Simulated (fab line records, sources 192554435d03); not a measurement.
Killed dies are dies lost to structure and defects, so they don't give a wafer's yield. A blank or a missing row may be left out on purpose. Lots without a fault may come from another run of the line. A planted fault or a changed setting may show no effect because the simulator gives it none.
Split-lot experiment | flow n5_finfet | 7 lots, 21 wafers read, on a route of 1938 steps

THE SPLIT
At N5_FIN_CUT_COAT_18 (time 60 s, resist thk 230 nm), the setting spin_rpm was moved away from the recipe's 1500 rpm on 6 of the 21 wafers read, by -10.7% to +4.7%. The other wafers ran this setting at the recipe's value.

FROM THE SPLIT TO THE READING: what the file shows between them, 10 steps
- N5_FIN_CUT_COAT_19: time 60 s, resist thk 20 nm (also split here: time_s)
- N5_FIN_CUT_COAT_29: time 60 s, resist thk 10 nm
- N5_FIN_CUT_COAT_02: resist thk 30 nm
- N5_FIN_CUT_ETCH_30: etches underlayer in N2/H2, target depth 13 nm, time 10.4 s
- N5_FIN_CUT_ETCH_20: etches SiARC in CF4, target depth 26 nm, time 43.3 s
- N5_FIN_CUT_ETCH_21: etches SOC in N2/H2, target depth 219 nm, overetch 43.8 nm, time 523.5 s
- N5_FIN_CUT_STRIP_23: strips in N2/H2
- N5_FIN_CUT_STRIP_31: strips in N2/H2
- N5_FIN_CUT_CUT_ETCH_27: etches SiO2 in CHF3/O2, target depth 4 nm, overetch 2 nm, time 4.9 s
- N5_FIN_CUT_PRECLEAN_35: cleans in vHF, time 13.3 s

THE READING
SOC_of_FIN_CUT_COAT_18.thk_nm (the simulator's own value, which no gauge read), in nm, at N5_FIN_CUT_CUT_ETCH_15 (etches Si in HBr/Cl2/O2, target depth 100 nm, bt time 10 s, time 42.4 s). The file gives no usual value for it. The 15 wafers here that ran the recipe average 170.0 nm, standard deviation 0.96 nm.

wafer  | tool, chamber at the split | spin_rpm as run, rpm | against the recipe | SOC_of_FIN_CUT_COAT_18.thk_nm, nm | against lot-mates on the recipe
L077.1 | litho_track-03, 0          | 1500                 | recipe             | 170.8                             | -
L077.2 | litho_track-03, 0          | 1500                 | recipe             | 168.6                             | -
L077.3 | litho_track-03, 0          | 1500                 | recipe             | 169.8                             | -
L079.3 | litho_track-05, 0          | 1500                 | recipe             | 170.8                             | -
L079.4 | litho_track-05, 0          | 1339                 | -10.7%             | 183.4                             | +12.6
L079.6 | litho_track-05, 0          | 1339                 | -10.7%             | 183.2                             | +12.4
L082.2 | litho_track-04, 0          | 1500                 | recipe             | 170.8                             | -
L082.3 | litho_track-04, 0          | 1500                 | recipe             | 170                               | -
L082.4 | litho_track-04, 0          | 1500                 | recipe             | 170.6                             | -
L084.1 | litho_track-05, 0          | 1500                 | recipe             | 170.6                             | -
L084.4 | litho_track-05, 0          | 1376                 | -8.3%              | 180.2                             | +9.0
L084.5 | litho_track-05, 0          | 1500                 | recipe             | 171.8                             | -
L085.1 | litho_track-03, 0          | 1500                 | recipe             | 169.8                             | -
L085.4 | litho_track-03, 0          | 1571                 | +4.7%              | 167.4                             | -2.4
L085.5 | litho_track-03, 0          | 1571                 | +4.7%              | 164.8                             | -5.0
L087.2 | litho_track-04, 0          | 1500                 | recipe             | 170                               | -
L087.3 | litho_track-04, 0          | 1500                 | recipe             | 170                               | -
L087.4 | litho_track-04, 0          | 1435                 | -4.3%              | 172.6                             | +2.6
L097.3 | litho_track-03, 0          | 1500                 | recipe             | 168.4                             | -
L097.5 | litho_track-03, 0          | 1500                 | recipe             | 170                               | -
L097.6 | litho_track-03, 0          | 1500                 | recipe             | 168.2                             | -

THE FIT
A straight line over all 21 wafers: SOC_of_FIN_CUT_COAT_18.thk_nm changes by -1.14 nm for each +1% of spin_rpm; r = -0.97; the points scatter about the line by 1.2 nm.
The same after taking each lot's own level away (the mean of its wafers on the recipe; 21 wafers): -1.06 nm for each +1%; r = -0.98; scatter 0.98 nm.
On that fit, the largest move of spin_rpm shifts the reading by 11 nm.
The lots' own levels span 168.87 to 171.20 nm, that is 2.4 times the standard deviation above.
So the lot-to-lot level changes the slope little: the two slopes agree.
Check: with one of the wafers moved furthest among these (-10.7%) left out of the fit, the line predicts +11.1 nm for it against its lot-mates. It came out at +12.6 nm against them.

OTHER SPLITS ON THESE WAFERS
These wafers also went through other splits before the reading. Each is held against what the fit with the lots' levels taken away leaves over:
other split on the same wafers                    | wafers away from the commonest value | r with SOC_of_FIN_CUT_COAT_18.thk_nm (lot level and that fit taken away)
N5_ZERO_LAYER_PECVD_02 time_s                     | 7                                    | -0.03
N5_PMOS_HMC_CHANNEL_EPI_PEB_07 peb_time_s         | 6                                    | +0.17
N5_PMOS_HMC_CHANNEL_EPI_DEVELOP_08 develop_time_s | 6                                    | +0.41
N5_FIN_CUT_COAT_19 time_s                         | 7                                    | +0.54

THE WHOLE CHAIN: every reading that the file lists as answering this split, in the file's order
step                   | what it does                                                             | reading                                                                        | change (the file's fit)              | r (the file's)
N5_FIN_CUT_COAT_18     | time 60 s, resist thk 230 nm                                             | SOC_of_FIN_CUT_COAT_18.thk_nm (the simulator's own value, which no gauge read) | -1.22 nm for each +1% of the setting | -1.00
N5_FIN_CUT_ETCH_21     | etches SOC in N2/H2, target depth 219 nm, overetch 43.8 nm, time 523.5 s | etch.depth_nm (the simulator's own value, which no gauge read)                 | -1.22 nm for each +1% of the setting | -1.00
N5_FIN_CUT_CUT_ETCH_15 | etches Si in HBr/Cl2/O2, target depth 100 nm, bt time 10 s, time 42.4 s  | SOC_of_FIN_CUT_COAT_18.thk_nm (the simulator's own value, which no gauge read) | -1.06 nm for each +1% of the setting | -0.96

THE FILE'S OWN FIT
SOC_of_FIN_CUT_COAT_18.thk_nm changes by -1.06 nm for each +1% of spin_rpm, r = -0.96.
